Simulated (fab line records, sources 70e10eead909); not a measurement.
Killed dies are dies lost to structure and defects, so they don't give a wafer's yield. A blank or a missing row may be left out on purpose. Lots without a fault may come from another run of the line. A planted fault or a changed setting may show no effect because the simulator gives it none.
One fault seen from 2 desks | flow nand_harc | each desk has only its own numbers; what lay behind them comes last

THE TOOL OWNER'S DESK: har_cap_etch-02
The tool's own readings at NHARC_A_CONTACT_ETCH_129 (etches the open film in C4F8/O2/Ar, time 197 s, target depth 1918 nm): means of the sampled wafers that have a number, for each lot that ran on this tool. A lot is out of limits, marked OUT, if its mean lies more than 4 standard deviations from the usual mean; the brackets give that distance.
Columns: A = chamber_pressure_mTorr at NHARC_A_CONTACT_ETCH_129, usual 20.001 mTorr; B = oes_air_line_au at NHARC_A_CONTACT_ETCH_129, usual 1.003 a.u.
lot  | first seen here | A      | B
L757 | day 22 19:20    | 19.999 | 0.980
L769 | day 27 00:13    | 20.016 | 1.000
L772 | day 28 08:14    | 20.002 | 1.004
L778 | day 30 17:00    | 19.991 | 0.987
L779 | day 31 10:20    | 19.999 | 1.026
This desk's finding: nothing out of limits on any of the 5 lots.

THE METROLOGY DESK
What the gauges read, lot by lot, whatever tool the lot ran on: means of the sampled wafers that have a number. A lot is out of limits, marked OUT, if its mean lies more than 4 standard deviations from the usual mean; the brackets give that distance.
Columns: A = overlay_x_nm at NHARC_A_CONTACT_OVL_MEAS_70, usual 0.1 nm; B = overlay_y_nm at NHARC_A_CONTACT_OVL_MEAS_70, usual 0.1 nm
lot  | first seen here | A    | B
L757 | day 22 16:46    | 0.4  | 0.1
L760 | day 23 06:49    | -0.4 | 1.1
L761 | day 24 00:21    | -0.5 | 1.2
L769 | day 26 21:35    | 0.8  | 0.9
L770 | day 27 19:32    | -0.5 | -0.3
L771 | day 28 01:05    | -0.7 | -1.4
L772 | day 28 05:24    | 1.5  | -0.5
L773 | day 29 05:40    | 0.6  | 0.8
L778 | day 30 14:26    | 1.0  | 0.6
L777 | day 30 17:01    | 0.8  | 0.9
L779 | day 31 07:46    | 0.3  | -0.1
This desk's finding: nothing out of limits on any of the 11 lots.

PUT TOGETHER
The tool owner's desk saw nothing out of limits.
The metrology desk saw nothing out of limits.

WHAT THE SIMULATOR HAD PUT IN
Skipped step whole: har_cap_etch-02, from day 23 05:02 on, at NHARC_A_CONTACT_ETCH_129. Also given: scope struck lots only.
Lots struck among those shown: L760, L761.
